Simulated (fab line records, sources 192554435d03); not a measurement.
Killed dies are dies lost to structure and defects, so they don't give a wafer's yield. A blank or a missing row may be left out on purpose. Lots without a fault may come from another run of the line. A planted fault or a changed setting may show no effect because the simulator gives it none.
Chamber matching | flow n5_finfet | N5_HKMG_FIN_ETCH_31 on rie_diel-05: 4 sister chambers
The step etches SiARC in CF4, target depth 45.5 nm, time 75.8 s. 18 wafers are shown with their chamber, then 9 later ones without.

WAFERS WITH THEIR CHAMBER
wafer  | chamber | drypump_motor_current_A (A) | throttle_valve_pct (%) | etch_rf_on_time_s (s)
L077.1 | 1       | 5.2                         | 15.89                  | 75.2
L077.2 | 2       | 6.4                         | 15.52                  | 72.5
L077.6 | 3       | 5.6                         | 15.78                  | 77.8
L080.1 | 3       | 5.6                         | 15.78                  | 76.5
L080.5 | 2       | 6.3                         | 15.53                  | 72.4
L080.6 | 3       | 5.6                         | 15.78                  | 77.3
L086.1 | 0       | 6.1                         | 15.55                  | 74.7
L086.3 | 2       | 6.3                         | 15.56                  | 71.6
L086.5 | 2       | 6.3                         | 15.57                  | 72.3
L087.1 | 2       | 6.4                         | 15.54                  | 73.4
L087.2 | 1       | 5.2                         | 15.92                  | 75.4
L087.3 | 3       | 5.6                         | 15.31                  | 73.3
L089.1 | 3       | 5.6                         | 15.33                  | 73.6
L089.2 | 1       | 5.1                         | 15.95                  | 74.8
L089.5 | 0       | 6.1                         | 15.57                  | 74.5
L090.2 | 3       | 5.6                         | 15.31                  | 75.1
L090.4 | 1       | 5.2                         | 15.94                  | 77.8
L090.6 | 1       | 5.2                         | 15.95                  | 77.1

SIGNATURES (means of the wafers above)
reading                 | chamber 0 | chamber 1 | chamber 2 | chamber 3 | scatter within a chamber
drypump_motor_current_A | 6.100     | 5.180     | 6.340     | 5.600     | 0.0378
throttle_valve_pct      | 15.5600   | 15.9300   | 15.5440   | 15.5483   | 0.153
etch_rf_on_time_s       | 74.600    | 76.060    | 72.440    | 75.600    | 1.38
Rule: a wafer's distance from a chamber is the root of the sum, over the readings, of the square of ((its reading less the chamber's mean) divided by the reading's scatter). The wafer belongs to the nearest chamber; if the next one is less than 2 further off, it can't be placed. The scatter: the root of (the sum of the squares of (reading less its chamber's mean) over the shown wafers, divided by (wafers less chambers)).

WAFERS WITHOUT THEIR CHAMBER
wafer  | drypump_motor_current_A (A) | throttle_valve_pct (%) | etch_rf_on_time_s (s)
L091.1 | 5.6                         | 15.33                  | 73.9
L091.2 | 6.4                         | 15.58                  | 72.4
L091.6 | 5.2                         | 15.96                  | 76.0
L095.1 | 6.1                         | 15.59                  | 74.3
L095.3 | 5.2                         | 15.43                  | 74.1
L095.6 | 6.1                         | 15.59                  | 74.5
L096.2 | 6.1                         | 15.58                  | 75.1
L096.3 | 6.3                         | 15.61                  | 72.0
L096.6 | 6.1                         | 15.60                  | 74.8

WHICH CHAMBER EACH WENT THROUGH
wafer  | from the rows above | in truth
L091.1 | 3                   | 3
L091.2 | 2                   | 2
L091.6 | 1                   | 1
L095.1 | 0                   | 0
L095.3 | 1                   | 1
L095.6 | 0                   | 0
L096.2 | 0                   | 0
L096.3 | 2                   | 2
L096.6 | 0                   | 0
Placed correctly: 9 of 9. Can't be placed from these rows: 0. Placed wrongly: 0.
